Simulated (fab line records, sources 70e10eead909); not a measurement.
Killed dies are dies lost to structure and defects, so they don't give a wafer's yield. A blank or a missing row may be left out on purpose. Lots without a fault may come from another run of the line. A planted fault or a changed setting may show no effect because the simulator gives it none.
Tool commonality check | flow nand_harc | 2 lots, 6 wafers sampled

WHY IT WAS OPENED
At NHARC_END_SORT_01 the reading killed_at_array is flagged on 2 of 2 lots. Wafers without a fault read 54, standard deviation 12.
Rule: a lot is flagged when every wafer of it that has a number lies more than 4 standard deviations from that mean, or none has a number. The other lots count as sound.

lot  | measured     | on        | killed_at_array, wafer by wafer | flag
L279 | day 26 00:58 | prober-02 | 672 676 675                     | FLAGGED
L282 | day 26 22:44 | prober-01 | 674 671 669                     | FLAGGED
The numbers of the flagged lots are 673 on average: +619 against the usual, or +52 standard deviations.

WHICH TOOL RAN EACH LOT
The record holds 3 process steps before the reading, out of a route of 1302 steps. In each cell: the tool, then ch and the chambers that the sampled wafers went through, then the start.
lot  | flag    | NHARC_A_CONTACT_ETCH_48            | NHARC_A_CONTACT_ETCH_112             | NHARC_A_CONTACT_ETCH_118
L279 | FLAGGED | rie_diel-04 ch 0,2, day 23 01:24   | har_cap_etch-01 ch 0,1, day 23 03:25 | har_cap_etch-01 ch 0,1, day 23 04:26
L282 | FLAGGED | rie_diel-04 ch 0,1,2, day 24 02:13 | har_cap_etch-03 ch 1, day 24 04:23   | har_cap_etch-03 ch 1, day 24 05:24
What these steps do:
- NHARC_A_CONTACT_ETCH_48: etches the open film in CF4, target depth 39 nm, time 65 s.
- NHARC_A_CONTACT_ETCH_112: etches the open film in C4F8/O2/Ar, time 190 s, target depth 1850 nm.
- NHARC_A_CONTACT_ETCH_118: etches the open film in C4F8/O2/Ar, time 190 s, target depth 1850 nm.
- NHARC_END_SORT_01

FLAGGED OVER TOTAL, TOOL BY TOOL (the gauges that took the reading come last)
step                     | tool            | lots run | flagged | share of the flagged lots | sound lots run after its first flagged lot
NHARC_A_CONTACT_ETCH_48  | rie_diel-04     | 2        | 2       | all                       | 0
NHARC_A_CONTACT_ETCH_112 | har_cap_etch-01 | 1        | 1       | some                      | 0
NHARC_A_CONTACT_ETCH_112 | har_cap_etch-03 | 1        | 1       | some                      | 0
NHARC_A_CONTACT_ETCH_118 | har_cap_etch-01 | 1        | 1       | some                      | 0
NHARC_A_CONTACT_ETCH_118 | har_cap_etch-03 | 1        | 1       | some                      | 0
NHARC_END_SORT_01        | prober-01       | 1        | 1       | some                      | 0
NHARC_END_SORT_01        | prober-02       | 1        | 1       | some                      | 0

WHAT THE TABLE ALLOWS
1 row of the table ran every flagged lot: rie_diel-04 at NHARC_A_CONTACT_ETCH_48.
- rie_diel-04 at NHARC_A_CONTACT_ETCH_48: 2 of its 2 lots flagged. It ran no sound lot before its first flagged lot in this sample, so the start can't be narrowed down.
One tool is left: rie_diel-04 at NHARC_A_CONTACT_ETCH_48.

WHAT THE SIMULATOR HAD PUT IN
Skipped step whole: rie_diel-04, from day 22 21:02 on, at NHARC_A_CONTACT_ETCH_48. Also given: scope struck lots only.
Lots struck among those shown: L279, L282. The rule above found the same.
